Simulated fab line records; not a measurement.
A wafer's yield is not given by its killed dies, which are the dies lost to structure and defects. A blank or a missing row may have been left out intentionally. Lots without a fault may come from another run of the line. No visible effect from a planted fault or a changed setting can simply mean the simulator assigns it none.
A struck lot beside a sound one ; flow n5_finfet ; 37 steps out of a route of 1938
Sound: the wafers L780.1, L780.2, L780.6. Struck: wafer L791.6 (L791.3, L791.5, from the same lot, were not struck and are left out); the cause is given at the end.
At each step with rows: each side's tool, then ch and its chambers, then its first start. Under that, the readings that differ: sound wafers ; struck wafers ; difference of the means ; sigmas: that difference in standard deviations of wafers without a fault.
alike: same words and numbers on both sides, and readings whose means sit less than 2 such deviations apart. not compared: any withheld reading, any reading some wafer has no value for, any bound like >300 that may hide the same value, and any number with overlapping values for which the record gives no deviation.
The two part at a step that has a row with sigmas, a row that says differs or no value, or rows on one side only. Numbers that have no deviation but don't overlap get no sigmas and don't part them. A reading missing from all wafers of one side parts the sides only when that side holds two or more wafers.

first, 9 steps without rows for these wafers: N5_BEOL_M8_DESCUM_33 (chemistry O2, time 7 s); N5_BEOL_M8_ETCH_72 (etches underlayer in N2/H2, target depth 6.5 nm, time 5.2 s); N5_BEOL_M8_ETCH_65 (etches SiARC in CF4, target depth 15.6 nm, time 26 s); N5_BEOL_M8_ETCH_66 (etches SOC in N2/H2, target depth 80 nm, overetch 16 nm, time 120 s); N5_BEOL_M8_STRIP_69 (strips in N2/H2); N5_BEOL_M8_STRIP_73 (strips in N2/H2); N5_BEOL_M8_VIA_ETCH_34 (etches SiCOH lowk in C4F6/O2, target depth 125.5 nm, time 50.5 s); N5_BEOL_M8_STRIP_76 (strips in C4F6/O2); N5_BEOL_M8_STRIP_36 (strips in N2/H2).
N5_BEOL_M8_TRENCH_ETCH_37: etches SiCOH lowk in C4F6/O2, target depth 93.478 nm, time 31.2 s.
  sound on rie_diel-01 ch 1,2,3, day 10 00:18; struck on rie_diel-01 ch 0, day 12 19:53
reading;sound;struck;difference;sigmas
oes_f_703_au (a.u.);0.85 0.72 0.70;1.06;+0.30;+4
oes_o_777_au (a.u.);0.87 0.73 0.71;1.02;+0.25;+3
rf_fwd_power_W (W);338.6 340.9 340.5;425.0;+85.0;+57
rf_vpp_V (V);672 656 670;600;-66;-13
model.BEOL_M8.feature_depth_nm (nm);93.6 92.6 91.6;101;+8;
model.etch.depth_nm (nm);93.67 92.57 91.52;100.9;+8.3;
  alike: C4F6_flow_sccm, drypump_motor_current_A, mfc_ar_sccm, oes_product_au, showerhead_plenum_p_Torr, throttle_valve_pct
  not compared: rf_hours_counter_h
then, 2 steps without rows for these wafers: N5_BEOL_M8_ETCH_41 (etches SiCN in CH3F/O2, target depth 31.9 nm, time 57.8 s); N5_BEOL_M8_STRIP_80 (strips in N2/H2, time 10 s).
N5_BEOL_M8_OCD_MEAS_38:
  sound on ocd-01 at day 10 00:28; struck on ocd-02 at day 12 20:03
reading;sound;struck;difference;sigmas
trench_depth_nm (nm);93.1 92.7 91.8;100.6;+8.1;+7
then, 13 steps without rows for these wafers: N5_BEOL_M8_HM_STRIP_39 (strips TiN in peroxide tin strip, target depth 25 nm, time 158 s); N5_BEOL_M8_SRD_40 (time 30 s); N5_BEOL_M8_PRECLEAN_42 (cleans in residue remover, time 60 s); N5_BEOL_M8_SRD_43 (time 30 s); N5_BEOL_M8_CURE_75 (cures SiCOH lowk, time 120 s); N5_BEOL_M8_DEGAS_44 (time 60 s); N5_BEOL_M8_PRE_CLEAN_45 (time 30 s); N5_BEOL_M8_ALD_77 (deposits TaN, target thk 2 nm, pulse time 2 s, purge time 3 s); N5_BEOL_M8_SURFACE_TREAT_79; N5_BEOL_M8_CVD_78 (deposits Co from CCTBA/H2, target thk 2 nm, time 142.3 s); N5_BEOL_M8_SPUTTER_48 (material Cu, target thk 10 nm, time 1.667 s); N5_BEOL_M8_ECD_50 (material Cu, target thk 300 nm); N5_BEOL_M8_ANNEAL_51 (time 90 s).
N5_BEOL_M8_CMP_52: polishes, stops on SiCOH lowk, t overpolish 6.9 s, target thk 80 nm.
  sound on cmp-03 ch 1,3, day 10 02:26; struck on cmp-04 ch 3, day 12 23:13
reading;sound;struck;difference;sigmas
barrier_field_endpoint_s (s);27.9 27.2 27.9;30.2;+2.5;+4
clearing_platen_down_force_psi (psi);1.494 1.498 1.495;1.504;+0.008;+3
time_to_endpoint_s (s);61.6 59.9 60.7;70.0;+9.3;+3
model.Cu_of_BEOL_M8_ECD_50.thk_nm (nm);81.4 81 78.8;89.4;+9.0;
  alike: motor_current_A, overpolish_run_s
  not compared: pad_life_wafers
N5_BEOL_M8_THK_MEAS_53: measures by xrf.
  sound on film_metro-02 at day 10 02:42; struck on film_metro-01 at day 12 23:31
reading;sound;struck;difference;sigmas
M8_THK (nm);80.3 80.3 78.3;89.9;+10.3;+6
then, 2 steps without rows for these wafers: N5_BEOL_M8_PRE_CLEAN_55 (time 15 s); N5_BEOL_M8_DEP_56 (deposits SiCN from 3MS/NH3, target thk 10 nm, time 17.5 s).
N5_BEOL_M8_RS_MEAS_57: measures by four-point-probe.
  sound on film_metro-01 at day 10 02:50; struck on film_metro-02 at day 12 23:38
reading;sound;struck;difference;sigmas
M8_RS (ohm/sq);0.280 0.282 0.292;0.251;-0.034;-5
then, 5 steps without rows for these wafers: N5_BEOL_M9_ILD_DEP_00 (deposits SiCOH lowk from DEMS/porogen, target thk 308.51 nm, time 58 s); N5_BEOL_M9_CURE_71 (cures SiCOH lowk, time 240 s); N5_BEOL_M9_PECVD_70 (deposits SiO2 from TEOS/O2, target thk 20 nm, time 22.7 s); N5_BEOL_M9_HM_DEP_02 (deposits TiN, target thk 20 nm); N5_BEOL_M9_COAT_59 (time 60 s, resist thk 100 nm).
-- here the record skips 2 days between the struck wafers' starts before and after, leaving off in module BEOL_M9 and picking up in module BEOL_M15 (first step shown: number 1830 of the route) --
N5_BEOL_M15_RC_MEAS_101:
  sound on prober-01 ch 0, day 11 22:11; struck on prober-01 ch 0, day 15 04:10
reading;sound;struck;difference;sigmas
SERP_M8 (ohm/um);13.4 13.2 13.7;12.1;-1.3;-3
SERP_M8_max_site (ohm/um);14.0 13.7 14.1;12.6;-1.3;-3
  alike: COMB_M10, COMB_M11, COMB_M12, COMB_M13, COMB_M14, COMB_M15, COMB_M5, COMB_M6, COMB_M7, COMB_M8, COMB_M9, SERP_M10, SERP_M11, SERP_M12, SERP_M13, SERP_M14, SERP_M5, SERP_M6, SERP_M7, SERP_M9

## WHERE THEY PART
Last at N5_BEOL_M15_RC_MEAS_101 as far as this record goes, first at N5_BEOL_M8_TRENCH_ETCH_37.

WHY: whatever the simulator had introduced
rie_diel-01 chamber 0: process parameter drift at N5_BEOL_M8_TRENCH_ETCH_37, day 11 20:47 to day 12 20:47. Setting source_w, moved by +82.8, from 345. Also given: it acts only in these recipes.
